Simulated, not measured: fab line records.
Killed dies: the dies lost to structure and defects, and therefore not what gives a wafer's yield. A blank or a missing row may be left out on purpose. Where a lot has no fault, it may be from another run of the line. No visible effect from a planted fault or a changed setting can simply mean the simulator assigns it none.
Chamber matching :: flow n5 finfet :: rie si-06 running N5_FIN_SAQP_MANDREL_ETCH_22: 4 sister chambers
The step etches a-Si in HBr/Cl2, stops on SiNx, target depth 60 nm, bt time 10 s, time 30 s. 4 wafers are shown with their chamber, then 12 later ones without.

== EACH WAFER AND ITS CHAMBER ==
wafer: L084.1
chamber: 3
throttle valve pct (%): 35.70

wafer: L091.1
chamber: 1
throttle valve pct (%): 35.02

wafer: L091.2
chamber: 0
throttle valve pct (%): 35.47

wafer: L091.4
chamber: 2
throttle valve pct (%): 35.19

== WAFERS MISSING THEIR CHAMBER ==
wafer: L092.1
throttle valve pct (%): 35.74

wafer: L092.2
throttle valve pct (%): 35.03

wafer: L092.6
throttle valve pct (%): 35.49

wafer: L093.1
throttle valve pct (%): 35.48

wafer: L093.3
throttle valve pct (%): 35.69

wafer: L093.6
throttle valve pct (%): 34.99

wafer: L094.1
throttle valve pct (%): 35.46

wafer: L094.3
throttle valve pct (%): 34.98

wafer: L094.4
throttle valve pct (%): 35.15

wafer: L096.1
throttle valve pct (%): 35.47

wafer: L096.5
throttle valve pct (%): 35.69

wafer: L096.6
throttle valve pct (%): 35.47

== WHICH CHAMBER EACH ONE RAN IN ==
wafer: L092.1
from the rows above: 3
in truth: 3

wafer: L092.2
from the rows above: 1
in truth: 1

wafer: L092.6
from the rows above: 0
in truth: 0

wafer: L093.1
from the rows above: 0
in truth: 0

wafer: L093.3
from the rows above: 3
in truth: 3

wafer: L093.6
from the rows above: 1
in truth: 1

wafer: L094.1
from the rows above: 0
in truth: 0

wafer: L094.3
from the rows above: 1
in truth: 1

wafer: L094.4
from the rows above: 2
in truth: 2

wafer: L096.1
from the rows above: 0
in truth: 0

wafer: L096.5
from the rows above: 3
in truth: 3

wafer: L096.6
from the rows above: 0
in truth: 0
12 of 12 placed correctly. Not placeable from these rows: 0. Number placed wrongly: 0.
How it was worked out, from the rows above alone: a wafer's distance from a chamber is the root of the sum, over the readings, of the square of ((its reading less the chamber's mean) divided by the reading's scatter). The wafer belongs to the nearest chamber; if the next one is less than 2 further off, it can't be placed. The mean given for a chamber averages the wafers shown for that chamber. The scatter: with one shown wafer a chamber, the root of the mean of the squares of how far each hidden wafer lies from its nearest shown one.
